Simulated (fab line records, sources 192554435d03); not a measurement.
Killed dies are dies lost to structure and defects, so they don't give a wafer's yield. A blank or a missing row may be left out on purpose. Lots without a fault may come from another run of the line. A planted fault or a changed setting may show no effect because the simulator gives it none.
Split-lot experiment | flow n5_finfet | 7 lots, 21 wafers read, on a route of 1938 steps

THE SPLIT
At N5_BEOL_M9_HM_DEP_02 (deposits TiN, target thk 20 nm), the setting target_thk_a was moved away from the recipe's 200 angstrom on 2 of the 21 wafers read, by -13.3% to +5.7%. The other wafers ran this setting at the recipe's value.

FROM THE SPLIT TO THE READING: what the file shows between them, 8 steps
- N5_BEOL_M9_COAT_05: resist thk 90 nm (also split here: spin_rpm)
- N5_BEOL_M9_EBR_07
- N5_BEOL_M9_SOFTBAKE_06: time 60 s
- N5_BEOL_M9_EXPOSE_08: exposes mask M9
- N5_BEOL_M9_PEB_09: peb time 60 s
- N5_BEOL_M9_DEVELOP_10: develop time 30 s
- N5_BEOL_M9_STRIP_68: strips in N2/H2
- N5_BEOL_M9_STRIP_67: strips in CF4

THE READING
etch.depth_nm (the simulator's own value, which no gauge read), in nm, at N5_BEOL_M9_HM_OPEN_17 (chemistry Cl2/BCl3, target TiN, target depth 20 nm, overetch 6 nm). The file gives no usual value for it. The 19 wafers here that ran the recipe average 20.02 nm, standard deviation 0.21 nm.

wafer  | tool, chamber at the split | target_thk_a as run, angstrom | against the recipe | etch.depth_nm, nm | against lot-mates on the recipe
L076.1 | pvd_sputter-02, -          | 200                           | recipe             | 20.15             | -
L076.4 | pvd_sputter-02, -          | 200                           | recipe             | 19.96             | -
L076.5 | pvd_sputter-02, -          | 200                           | recipe             | 20.13             | -
L075.2 | pvd_sputter-02, -          | 200                           | recipe             | 20.11             | -
L075.3 | pvd_sputter-02, -          | 200                           | recipe             | 20.18             | -
L075.4 | pvd_sputter-02, -          | 200                           | recipe             | 20.6              | -
L078.1 | pvd_sputter-01, -          | 200                           | recipe             | 19.92             | -
L078.4 | pvd_sputter-01, -          | 200                           | recipe             | 19.6              | -
L078.6 | pvd_sputter-01, -          | 200                           | recipe             | 19.71             | -
L084.1 | pvd_sputter-03, -          | 200                           | recipe             | 20.08             | -
L084.2 | pvd_sputter-03, -          | 200                           | recipe             | 20.22             | -
L084.5 | pvd_sputter-03, -          | 200                           | recipe             | 20                | -
L090.1 | pvd_sputter-01, -          | 200                           | recipe             | 19.91             | -
L090.2 | pvd_sputter-01, -          | 200                           | recipe             | 20.2              | -
L090.4 | pvd_sputter-01, -          | 200                           | recipe             | 20.03             | -
L094.1 | pvd_sputter-03, -          | 200                           | recipe             | 19.94             | -
L094.3 | pvd_sputter-03, -          | 173.4                         | -13.3%             | 17.42             | -2.57
L094.5 | pvd_sputter-03, -          | 200                           | recipe             | 20.04             | -
L095.1 | pvd_sputter-01, -          | 200                           | recipe             | 19.75             | -
L095.2 | pvd_sputter-01, -          | 200                           | recipe             | 19.91             | -
L095.6 | pvd_sputter-01, -          | 211.4                         | +5.7%              | 21.26             | +1.43

THE FIT
A straight line over all 21 wafers: etch.depth_nm changes by +0.199 nm for each +1% of target_thk_a; r = +0.95; the points scatter about the line by 0.21 nm.
The same after taking each lot's own level away (the mean of its wafers on the recipe; 21 wafers): +0.203 nm for each +1%; r = +0.98; scatter 0.14 nm.
On that fit, the largest move of target_thk_a shifts the reading by 2.7 nm.
The lots' own levels span 19.743 to 20.297 nm, that is 2.6 times the standard deviation above.
So the lot-to-lot level changes the slope little: the two slopes agree.
Check: with one of the wafers moved furthest among these (-13.3%) left out of the fit, the line predicts -3.34 nm for it against its lot-mates. It came out at -2.57 nm against them.

OTHER SPLITS ON THESE WAFERS
These wafers also went through other splits before the reading. Each is held against what the fit with the lots' levels taken away leaves over:
other split on the same wafers  | wafers away from the commonest value | r with etch.depth_nm (lot level and that fit taken away)
N5_BEOL_M7_PECVD_70 temp_c      | 9                                    | +0.05
N5_BEOL_M7_DESCUM_33 time_s     | 5                                    | -0.04
N5_BEOL_M7_VIA_ETCH_34 source_w | 8                                    | +0.17
N5_BEOL_M9_COAT_05 spin_rpm     | 8                                    | +0.08

THE WHOLE CHAIN: every reading that the file lists as answering this split, in the file's order
step                  | what it does                                                      | reading                                                                          | change (the file's fit)               | r (the file's)
N5_BEOL_M9_HM_DEP_02  | deposits TiN, target thk 20 nm                                    | TiN_of_BEOL_M9_HM_DEP_02.thk_nm (the simulator's own value, which no gauge read) | +0.201 nm for each +1% of the setting | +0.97
N5_BEOL_M9_HM_OPEN_17 | chemistry Cl2/BCl3, target TiN, target depth 20 nm, overetch 6 nm | etch.depth_nm (the simulator's own value, which no gauge read)                   | +0.203 nm for each +1% of the setting | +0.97

THE FILE'S OWN FIT
etch.depth_nm changes by +0.203 nm for each +1% of target_thk_a, r = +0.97.
